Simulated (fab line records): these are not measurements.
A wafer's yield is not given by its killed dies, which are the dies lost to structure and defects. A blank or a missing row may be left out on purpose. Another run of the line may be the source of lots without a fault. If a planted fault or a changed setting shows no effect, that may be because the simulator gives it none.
A struck lot beside a sound one -- flow nand harc -- 15 steps out of a route of 1302
Sound: these wafers, L423.4, L423.5, L423.6. Wafers L438.2, L438.5, L438.6 were the ones struck. Last of all comes the cause.
At each step with rows: each side's tool, then ch and its chambers, then its first start. Under that, the readings that differ: sound wafers -- struck wafers -- difference of the means -- sigmas: that difference in standard deviations of wafers without a fault.
alike: readings whose means differ by less than 2 such deviations, and words and numbers that are the same on both sides. not compared: withheld readings, readings that some wafer has no value for, bounds like >300 that may hide the same value, and numbers for which the record gives no deviation and whose values overlap.
The two part at a step that has a row with sigmas, a row that says differs or no value, or rows on one side only. When numbers do not overlap yet have no deviation, they are printed without sigmas and do not part them. A reading missing from all wafers of one side parts the sides only when that side holds two or more wafers.

first, 8 steps without rows for these wafers: NHARC_A_CONTACT_COAT_86 (time 75 s); NHARC_A_CONTACT_COAT_87 (time 65 s); NHARC_A_CONTACT_COAT_02 (resist thk 90 nm); NHARC_A_CONTACT_SOFTBAKE_03 (time 55 s); NHARC_A_CONTACT_EBR_04; NHARC_A_CONTACT_EXPOSE_05 (exposes mask A CC); NHARC_A_CONTACT_PEB_06 (peb time 65 s); NHARC_A_CONTACT_DEVELOP_07 (develop time 35 s).
NHARC_A_CONTACT_CD_MEAS_08: the cd target is 200 nm.
  sound on cd sem-01 ch 0, day 23 18:47; struck on cd sem-02 ch 0, day 30 11:19
  alike: cd nm
NHARC_A_CONTACT_OVL_MEAS_09:
  sound on overlay-01 at day 23 18:53; struck on overlay-01 at day 30 11:25
reading,sound,struck,difference,sigmas
overlay x nm (nm),-1.5 -1.8 -1.7,0.5 -0.1 0.7,+2.0,+2
  alike: overlay y nm
NHARC_A_CONTACT_INSPECT_10:
  sound on defect inspect-02 at day 23 18:55; struck on defect inspect-02 at day 30 11:27
  alike: raw defect count
NHARC_A_CONTACT_DESCUM_13: chemistry O2, time 3 s.
  sound on rie diel-04 ch 1,2,3, day 23 18:59; struck on rie diel-11 ch 0,3, day 30 11:31
  alike: drypump motor current A, mfc ar sccm, oes product au, rf vpp V, showerhead plenum p Torr, throttle valve pct
  not compared: rf hours counter h
NHARC_A_CONTACT_ETCH_88: etches the open film in CF4, target depth 39 nm, time 65 s.
  sound on rie diel-04 ch 1,2,3, day 23 19:04; struck on rie diel-11 ch 0,3, day 30 11:44
  no value came back on the struck wafers for any of 8 readings (bias w (W), cf4 flow sccm (sccm) and others); on the sound wafers bias w (W) reads 100.25 99.97 99.81
  not compared: rf hours counter h
NHARC_A_CONTACT_ETCH_89: etches the open film in N2/H2, target depth 260 nm, time 475.3 s.
  sound on rie diel-04 ch 1,2; struck on rie diel-11 ch 0,1,2, day 30 11:53
  alike: bias w, chamber pressure mTorr, drypump motor current A, h2 flow sccm, mfc ar sccm, oes product au, rf vpp V, showerhead plenum p Torr, throttle valve pct
  not compared: rf hours counter h
-- jump in the record: it breaks off in module A_CONTACT and resumes in module END (first step shown: number 1302 of the route), and 2 days separate the struck wafers' starts before and after --
NHARC_END_SORT_01:
  only the struck wafers appear in the record here, on prober-01 ch 0 at day 32 18:44; the sound ones have no rows

== WHERE THEY PART ==
First at NHARC_A_CONTACT_OVL_MEAS_09; last, within this record, at NHARC_END_SORT_01.

WHY: the cause the simulator had injected
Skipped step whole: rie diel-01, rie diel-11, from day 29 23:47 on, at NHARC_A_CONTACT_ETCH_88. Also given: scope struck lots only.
